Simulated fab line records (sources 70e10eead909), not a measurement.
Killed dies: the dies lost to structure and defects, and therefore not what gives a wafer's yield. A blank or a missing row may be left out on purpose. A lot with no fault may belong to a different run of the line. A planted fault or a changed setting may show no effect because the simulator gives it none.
A lot that was struck, set against a sound lot + flow nand harc + 14 out of 1159 route steps
Sound: the wafers L332.3, L332.5, L332.6. Struck: wafers L326.2, L326.3, L326.4. The cause is named last.
Order at every step that has rows: each side's tool, ch and its chambers, its first start. Under that, the readings that differ: sound wafers + struck wafers + difference of the means + sigmas: that difference in standard deviations of wafers without a fault.
alike: readings whose means differ by less than 2 such deviations, and words and numbers that are the same on both sides. not compared: withheld readings, readings that some wafer has no value for, bounds like >300 that may hide the same value, and numbers for which the record gives no deviation and whose values overlap.
The two part at a step that has a row with sigmas, a row that says differs or no value, or rows on one side only. Numbers that have no deviation but don't overlap get no sigmas and don't part them. Lack of a reading on every wafer of one side parts them only where that side has two or more wafers.

first, 4 steps without rows for these wafers: NHARC_A_BONDPAD_EBR_05; NHARC_A_BONDPAD_EXPOSE_06 (exposes mask A BPAD); NHARC_A_BONDPAD_PEB_07 (peb time 80 s); NHARC_A_BONDPAD_DEVELOP_08 (time 50 s).
NHARC_A_BONDPAD_CD_MEAS_09: target cd 500 nm.
  sound on cd sem-03 ch 0, day 21 06:56; struck on cd sem-02 ch 0, day 18 10:49
  alike: cd nm
NHARC_A_BONDPAD_OVL_MEAS_35:
  sound on overlay-01 at day 21 07:01; struck on overlay-02 at day 18 10:55
| reading           | sound | struck   | difference | sigmas |
|-------------------|-------|----------|------------|--------|
| overlay y nm (nm) | 8 7 8 | -4 -4 -4 | -12        | -2     |
  alike: overlay x nm
then, 1 step without rows for these wafers: NHARC_A_BONDPAD_HARDBAKE_10 (time 65 s).
NHARC_A_BONDPAD_DESCUM_11: chemistry O2, time 3 s.
  sound on rie diel-10 ch 0,1,2, day 21 07:10; struck on rie diel-10 ch 1,2,3, day 18 11:02
  alike: drypump motor current A, oes product au, rf vpp V, showerhead plenum p Torr, throttle valve pct
  not compared: rf hours counter h
NHARC_A_BONDPAD_ETCH_34: etches the open film in N2/H2, target depth 60 nm, overetch 18 nm, time 65.91 s.
  sound on rie diel-10 ch 0,1,2, day 21 07:14; struck on rie diel-10 ch 1,2,3, day 18 11:16
  alike: bias w, chamber pressure mTorr, drypump motor current A, oes product au, rf vpp V, showerhead plenum p Torr, throttle valve pct
  not compared: rf hours counter h
NHARC_A_BONDPAD_ETCH_12: etches the open film in CHF3/O2, target depth 220 nm, time 110 s.
  sound: rie diel-10 ch 0,2,3; struck: rie diel-10 ch 1,2,3
  alike: bias w, chamber pressure mTorr, chf3 flow sccm, drypump motor current A, oes product au, rf vpp V, showerhead plenum p Torr, throttle valve pct
  not compared: rf hours counter h
NHARC_A_BONDPAD_CD_MEAS_13:
  sound on cd sem-02 at day 21 07:28; struck on cd sem-03 at day 18 11:32
  alike: cd nm
NHARC_A_BONDPAD_STRIP_15: strips in O2.
  sound on rie diel-13 ch 1,2,3, day 21 07:35; struck on rie diel-10 ch 0,1,3, day 18 11:37
  alike: drypump motor current A, oes product au, rf vpp V, showerhead plenum p Torr, throttle valve pct
  not compared: rf hours counter h
NHARC_A_BONDPAD_ETCH_24: etches the open film in CF4/N2, target depth 30 nm, time 72.99 s.
  sound on rie diel-13 ch 1,2,3, day 21 07:43; struck on rie diel-10 ch 0,1,2, day 18 11:46
  no value came back on the struck wafers for any of 8 readings (bias w (W), cf4 flow sccm (sccm) and others); on the sound wafers bias w (W) reads 100.4 100.2 99.4
  not compared: rf hours counter h
then, 1 step without rows for these wafers: NHARC_A_BONDPAD_STRIP_16 (strips in post etch residue remover, time 600 s).

WHERE THEY PART
At NHARC_A_BONDPAD_OVL_MEAS_35 first; at NHARC_A_BONDPAD_ETCH_24 last (within this record only).

WHY: the cause the simulator had injected
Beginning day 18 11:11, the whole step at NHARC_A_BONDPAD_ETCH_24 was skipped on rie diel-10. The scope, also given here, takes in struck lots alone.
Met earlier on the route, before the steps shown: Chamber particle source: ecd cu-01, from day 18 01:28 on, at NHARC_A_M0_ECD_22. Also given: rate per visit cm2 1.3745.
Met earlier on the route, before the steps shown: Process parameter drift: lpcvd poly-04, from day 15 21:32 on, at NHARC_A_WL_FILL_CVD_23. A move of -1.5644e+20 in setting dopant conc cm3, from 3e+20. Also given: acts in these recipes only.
